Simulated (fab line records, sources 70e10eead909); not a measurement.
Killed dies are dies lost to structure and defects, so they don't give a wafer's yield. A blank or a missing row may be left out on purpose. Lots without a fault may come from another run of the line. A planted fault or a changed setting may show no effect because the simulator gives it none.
Chamber matching | flow nand_harc | NHARC_A_CHANNEL_FILL_D1_ALD_16 on ald_hk-03: 4 sister chambers
The step deposits SiO2, target thk 1.5 nm, pulse time 10 s, ald cycles 15. 4 wafers are shown with their chamber, then 11 later ones without.

WAFERS WITH THEIR CHAMBER
wafer  | chamber | heater_power_w (W)
L088.4 | 1       | 431
L091.3 | 2       | 391
L091.4 | 3       | 494
L092.1 | 0       | 452

WAFERS WITHOUT THEIR CHAMBER
wafer  | heater_power_w (W)
L092.2 | 386
L092.5 | 494
L095.1 | 476
L095.2 | 383
L095.4 | 418
L096.1 | 399
L096.3 | 385
L096.6 | 404
L097.1 | 408
L097.2 | 453
L097.5 | 440

WHICH CHAMBER EACH WENT THROUGH
wafer  | from the rows above          | in truth
L092.2 | 2                            | 2
L092.5 | 3                            | 3
L095.1 | can't be placed: 3 or 0      | 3
L095.2 | 2                            | 2
L095.4 | can't be placed: 1 or 2 or 0 | 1
L096.1 | 2                            | 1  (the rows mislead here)
L096.3 | 2                            | 2
L096.6 | can't be placed: 2 or 1      | 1
L097.1 | can't be placed: 2 or 1      | 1
L097.2 | can't be placed: 0 or 1      | 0
L097.5 | can't be placed: 1 or 0      | 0
Placed correctly: 4 of 11. Can't be placed from these rows: 6 (the true chamber is among the candidates in 6). Placed wrongly: 1.
How it was worked out, from the rows above alone: a wafer's distance from a chamber is the root of the sum, over the readings, of the square of ((its reading less the chamber's mean) divided by the reading's scatter). The wafer belongs to the nearest chamber; if the next one is less than 2 further off, it can't be placed. A chamber's mean is the mean of its shown wafers. The scatter: with one shown wafer a chamber, the root of the mean of the squares of how far each hidden wafer lies from its nearest shown one.
